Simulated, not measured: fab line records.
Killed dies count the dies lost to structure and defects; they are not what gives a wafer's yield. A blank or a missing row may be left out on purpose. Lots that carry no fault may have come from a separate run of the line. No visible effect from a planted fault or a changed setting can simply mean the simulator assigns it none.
Matching of chambers -- flow n5 finfet -- 4 sister chambers for N5_FIN_SAQP_ALD_61 on ald sin-04
The step deposits SiO2, target thk 4 nm, pulse time 1 s, purge time 2 s. 4 wafers are shown with their chamber, then 10 later ones without.

## WAFERS PAIRED WITH THEIR CHAMBERS
wafer,chamber,heater power w (W)
L086.5,0,462
L089.4,3,460
L090.2,2,516
L090.4,1,468

## WAFERS MISSING THEIR CHAMBER
wafer,heater power w (W)
L090.6,459
L092.1,456
L092.4,472
L092.5,471
L094.3,474
L094.5,461
L094.6,524
L097.2,465
L097.4,469
L097.6,460

## WHICH CHAMBER EACH WENT THROUGH
wafer,from the rows above,in truth
L090.6,can't be placed: 3 or 0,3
L092.1,can't be placed: 3 or 0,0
L092.4,can't be placed: 1 or 0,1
L092.5,can't be placed: 1 or 0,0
L094.3,can't be placed: 1 or 0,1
L094.5,can't be placed: 0 or 3 or 1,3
L094.6,2,2
L097.2,can't be placed: 0 or 1 or 3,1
L097.4,can't be placed: 1 or 0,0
L097.6,can't be placed: 3 or 0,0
Correctly placed: 1 of 10. From these rows, 9 cannot be placed; in 9 the true chamber is one of the candidates. Placed wrongly: 0.
How it was worked out, from the rows above alone: a wafer's distance from a chamber is the root of the sum, over the readings, of the square of ((its reading less the chamber's mean) divided by the reading's scatter). If the next closest chamber is less than 2 further off than the closest, the wafer can't be placed; otherwise it belongs to the closest. The mean given for a chamber averages the wafers shown for that chamber. The scatter: root of mean squared gap, hidden wafer to nearest shown wafer, with one shown wafer a chamber.
